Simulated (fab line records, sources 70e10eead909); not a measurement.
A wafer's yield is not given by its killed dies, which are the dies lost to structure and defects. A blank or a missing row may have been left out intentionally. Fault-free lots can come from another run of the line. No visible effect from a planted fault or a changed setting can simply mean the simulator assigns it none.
A struck lot beside a sound one || flow nand_harc || 17 steps out of a route of 1302
Sound: wafers L212.2, L212.3, L212.5. The struck wafers were L220.2, L220.3, L220.5. Last of all comes the cause.
Order at every step that has rows: each side's tool, ch and its chambers, its first start. Under that, the readings that differ: sound wafers || struck wafers || difference of the means || sigmas: that difference in standard deviations of wafers without a fault.
alike: readings with means less than 2 such deviations apart, plus words and numbers identical on both sides. not compared: withheld readings, readings lacking a value on some wafer, bounds such as >300 that could conceal the same value, and numbers that have no deviation in the record and whose values overlap.
A row with sigmas, a row that says differs or no value, or rows on one side alone: a step with any of these is where the two part. Non-overlapping numbers with no deviation appear without sigmas and do not part them. A reading that every wafer of one side lacks parts them only if that side has two wafers or more.

NHARC_A_WL_FILL_INSPECT_15:
  struck on defect_inspect-01, day 28 05:51; sound on defect_inspect-02, day 26 03:04
  alike: raw_defect_count
NHARC_A_CONTACT_DEP_24: deposits SiO2, target thk 500 nm.
  sound on pecvd-03 ch 0,2, day 26 03:11; struck on pecvd-03 ch 0,2, day 28 06:04
  alike: heater_power_w, susceptor_temp_C, throttle_valve_pct
NHARC_A_CONTACT_DEP_28: deposits aC, target thk 7000 nm.
  sound on acl_dep-01 ch 0, day 26 04:26; struck on acl_dep-03 ch 0, day 28 10:48
{"reading": "susceptor_temp_C (C)", "sound": "400.30 399.92 400.06", "struck": "- - -", "difference": "no value on the struck wafers", "sigmas": ""}
  alike: throttle_valve_pct
NHARC_A_CONTACT_DEP_29: deposits SiON, target thk 100 nm.
  sound on pecvd-03 ch 0,1, day 26 08:04; struck on pecvd-02 ch 0,2, day 28 14:20
  alike: heater_power_w, susceptor_temp_C
then, 7 steps without rows for these wafers: NHARC_A_CONTACT_DEHYDRATE_32 (time 120 s); NHARC_A_CONTACT_HMDS_33 (time 30 s); NHARC_A_CONTACT_COAT_34 (time 75 s); NHARC_A_CONTACT_COAT_35 (time 65 s); NHARC_A_CONTACT_COAT_36 (resist thk 90 nm); NHARC_A_CONTACT_SOFTBAKE_37 (time 55 s); NHARC_A_CONTACT_EBR_38.
NHARC_A_CONTACT_EXPOSE_39: exposes mask A CC 3.
  sound on arfi_scanner-03 ch 0, day 26 08:29; struck on arfi_scanner-03 ch 0, day 28 14:53
{"reading": "exposure_dose_mJ_cm2", "sound": "58.81 58.82 58.87", "struck": "75.61 75.59 75.56", "difference": "+16.75", "sigmas": "+99 or more"}
  alike: mask, focus_offset_nm
then, 2 steps without rows for these wafers: NHARC_A_CONTACT_PEB_40 (peb time 65 s); NHARC_A_CONTACT_DEVELOP_41 (develop time 35 s).
NHARC_A_CONTACT_CD_MEAS_42: target cd 300 nm.
  sound on cd_sem-01 ch 0, day 26 08:37; struck on cd_sem-02 ch 0, day 28 15:02
{"reading": "cd_nm (nm)", "sound": "299.4 299.8 299.6", "struck": "313.3 313.3 313.9", "difference": "+13.9", "sigmas": "+24"}
NHARC_A_CONTACT_OVL_MEAS_43:
  struck on overlay-01, day 28 15:07; sound on overlay-01, day 26 08:43
  alike: overlay_x_nm, overlay_y_nm
-- record jumps: 3 days between struck wafers' starts before vs after; left off in module A_CONTACT, resumes in module END, first step shown is number 1302 of the route --
NHARC_END_SORT_01:
  sound on prober-01 ch 0, day 29 08:42; struck on prober-01 ch 0, day 31 15:11
  alike: killed_at_array, killed_at_other, killed_at_periphery, killed_dies, killed_open, killed_short

== WHERE THEY PART ==
Last at NHARC_A_CONTACT_CD_MEAS_42 as far as this record goes, first at NHARC_A_CONTACT_DEP_28. Later steps at which nothing parts them and some readings are alike: NHARC_A_CONTACT_OVL_MEAS_43, NHARC_END_SORT_01.

WHY: what the simulator had put in
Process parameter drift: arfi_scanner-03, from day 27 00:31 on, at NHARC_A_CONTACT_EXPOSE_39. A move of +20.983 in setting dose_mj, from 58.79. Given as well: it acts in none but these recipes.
